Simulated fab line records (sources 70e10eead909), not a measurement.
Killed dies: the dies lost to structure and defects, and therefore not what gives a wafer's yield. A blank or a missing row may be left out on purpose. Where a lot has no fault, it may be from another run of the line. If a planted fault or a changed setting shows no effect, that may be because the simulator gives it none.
Chamber matching / flow nandHarc / 3 sister chambers for NHARC_A_CONTACT_DEP_24 on pecvd-02
The step deposits SiO2, target thk 500 nm. 6 wafers are shown with their chamber, then 10 later ones without.

WAFERS WITH THEIR CHAMBER
wafer=L082.3; chamber=2; throttleValvePct (%)=16.1; heaterPowerW (W)=496
wafer=L083.2; chamber=1; throttleValvePct (%)=16.3; heaterPowerW (W)=618
wafer=L083.3; chamber=0; throttleValvePct (%)=16.4; heaterPowerW (W)=554
wafer=L083.5; chamber=0; throttleValvePct (%)=16.6; heaterPowerW (W)=576
wafer=L090.2; chamber=2; throttleValvePct (%)=16.1; heaterPowerW (W)=576
wafer=L090.3; chamber=1; throttleValvePct (%)=16.3; heaterPowerW (W)=581

WAFERS WITH NO CHAMBER GIVEN
wafer=L090.6; throttleValvePct (%)=16.5; heaterPowerW (W)=595
wafer=L091.2; throttleValvePct (%)=16.1; heaterPowerW (W)=510
wafer=L091.3; throttleValvePct (%)=16.5; heaterPowerW (W)=704
wafer=L091.5; throttleValvePct (%)=16.1; heaterPowerW (W)=556
wafer=L093.2; throttleValvePct (%)=16.7; heaterPowerW (W)=646
wafer=L093.4; throttleValvePct (%)=16.6; heaterPowerW (W)=680
wafer=L093.5; throttleValvePct (%)=16.2; heaterPowerW (W)=627
wafer=L096.3; throttleValvePct (%)=16.5; heaterPowerW (W)=633
wafer=L096.5; throttleValvePct (%)=16.2; heaterPowerW (W)=557
wafer=L096.6; throttleValvePct (%)=16.1; heaterPowerW (W)=639

THE CHAMBER EACH PASSED THROUGH
wafer=L090.6; from the rows above=can't be placed: 0 or 1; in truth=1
wafer=L091.2; from the rows above=2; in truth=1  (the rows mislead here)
wafer=L091.3; from the rows above=can't be placed: 1 or 0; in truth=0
wafer=L091.5; from the rows above=2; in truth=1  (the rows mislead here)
wafer=L093.2; from the rows above=can't be placed: 0 or 1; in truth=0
wafer=L093.4; from the rows above=can't be placed: 0 or 1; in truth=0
wafer=L093.5; from the rows above=can't be placed: 1 or 2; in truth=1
wafer=L096.3; from the rows above=can't be placed: 0 or 1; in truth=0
wafer=L096.5; from the rows above=can't be placed: 2 or 1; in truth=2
wafer=L096.6; from the rows above=can't be placed: 1 or 2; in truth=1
0 of 10 placed correctly. Unplaceable from these rows: 8, with the true chamber sitting among the candidates in 8. 2 placed wrongly.
How it was worked out, from the rows above alone: a wafer's distance from a chamber is the root of the sum, over the readings, of the square of ((its reading less the chamber's mean) divided by the reading's scatter). If the next closest chamber is less than 2 further off than the closest, the wafer can't be placed; otherwise it belongs to the closest. The mean given for a chamber averages the wafers shown for that chamber. The scatter: take each reading less its chamber's mean, square it, sum over the shown wafers, divide by the number of wafers less the number of chambers, and take the root.
